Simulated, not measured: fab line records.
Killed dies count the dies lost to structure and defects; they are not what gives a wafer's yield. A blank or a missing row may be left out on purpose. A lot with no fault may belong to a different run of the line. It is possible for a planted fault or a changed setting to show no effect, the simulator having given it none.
Problem report in the 8D (eight disciplines) form, filled by code | flow n5-finfet | the parts of the form that need people (team, actions taken, sign-off) are left out

## 1. THE ISSUE
Wafers without a fault read 75.2 s, standard deviation 0.42; run-length-s at N5_BEOL_M6_ETCH_41 reads a mean of 97.4 s on 3 wafers belonging to 2 lots. Relative to the usual mean, that is a shift of +53 standard deviations.
The step: etches SiCN in CH3F/O2, target depth 29.7 nm, time 52 s.
Seen first at day 11 22:45 on rie-diel-04, wafer L902.2. The record holds 17 wafers of 6 lots with a number at this step. By rule, "out" or "out of limits" means more than 4 standard deviations away from the usual mean. Any other wafer with a number is counted as sound.

## 2. WHAT THIS IS AND IS NOT
question                    | is                     | is not
which readings at this step | run-length-s           | drypump-motor-current-A, oes-product-au, rf-vpp-V, showerhead-plenum-p-Torr, throttle-valve-pct
which lots                  | L902, L904             | L889, L891, L906, L908
which wafers of those lots  | L902.2, L902.3, L904.3 | L902.5, L904.1
read on which tools         | rie-diel-04            | rie-diel-02
when                        | from day 11 22:45      | up to then (7 sound wafers); but 7 sound wafers of L904, L906, L908 came after

## 3. WHAT RULES OUT EACH SUSPECT
Counting: any tool at a process step up to the reading remains a suspect provided it ran every lot that is out. Sound lots after the first of them don't rule it out here, since some wafers of a struck lot are sound.
- rie-diel-04 at N5_BEOL_M6_DESCUM_33 (chemistry O2, time 7 s): kept. Ran every lot that is out, first one L902 (day 11 22:27); last sound lot up to then L889 (day 9 01:49).
- rie-diel-04 at N5_BEOL_M6_ETCH_65 (etches SiARC in CF4, target depth 15.6 nm, time 26 s): kept. Ran every lot that is out, first one L902 (day 11 22:30); last sound lot up to then L889 (day 9 01:52).
- rie-diel-04 at N5_BEOL_M6_VIA_ETCH_34 (etches SiCOH lowk in C4F6/O2, target depth 126.3 nm, time 50.9 s): kept. Ran every lot that is out, first one L902 (day 11 22:38); last sound lot up to then L889 (day 9 01:59).
- rie-diel-04 at N5_BEOL_M6_STRIP_36 (strips in N2/H2): kept. Ran every lot that is out, first one L902 (day 11 22:41); last sound lot up to then L889 (day 9 02:03).
- rie-diel-04 at N5_BEOL_M6_TRENCH_ETCH_37 (etches SiCOH lowk in C4F6/O2, target depth 94.435 nm, time 31.5 s): kept. Ran every lot that is out, first one L902 (day 11 22:45); last sound lot up to then L889 (day 9 02:07). With no start given for some of its lots, N5_BEOL_M6_TRENCH_ETCH_37 uses the hours and lot order of N5_BEOL_M6_ETCH_41.
- rie-diel-04 at N5_BEOL_M6_ETCH_41 (etches SiCN in CH3F/O2, target depth 29.7 nm, time 52 s): kept. Ran every lot that is out, first one L902 (day 11 22:45); last sound lot up to then L889 (day 9 02:07). Its own readings are out on those wafers: run-length-s.
Left after counting: rie-diel-04 at N5_BEOL_M6_DESCUM_33, rie-diel-04 at N5_BEOL_M6_ETCH_65, rie-diel-04 at N5_BEOL_M6_VIA_ETCH_34, rie-diel-04 at N5_BEOL_M6_STRIP_36, rie-diel-04 at N5_BEOL_M6_TRENCH_ETCH_37, rie-diel-04 at N5_BEOL_M6_ETCH_41.

## 4. THE CAUSE (what the simulator had put in)
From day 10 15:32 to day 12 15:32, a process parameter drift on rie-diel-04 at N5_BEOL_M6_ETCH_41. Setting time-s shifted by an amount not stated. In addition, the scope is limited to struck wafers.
6 suspects survive the count, and this tool is in that group.

## 5. THE EFFECT CHAIN, in route order
Each row: a reading whose mean over the struck wafers that have a number lies more than 3 standard deviations from the usual. Readings are gone through only where the record gives a usual standard deviation; hours: the median, over the lots, of the time from a lot's start at the first step in this table giving one to that lot's start at this step; sigmas: the change measured in usual standard deviations.
hours | step               | reading      | usual  | on struck wafers | change | sigmas
0     | N5_BEOL_M6_ETCH_41 | run-length-s | 75.2 s | 97.4             | +22.2  | +53
Process steps it contains:
- N5_BEOL_M6_ETCH_41: etches SiCN in CH3F/O2, target depth 29.7 nm, time 52 s.

## 6. HOW IT WOULD HAVE BEEN CAUGHT EARLIER
The fault began at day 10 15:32; the first out-of-limits reading in this record came at day 11 22:45, 31 hours later.
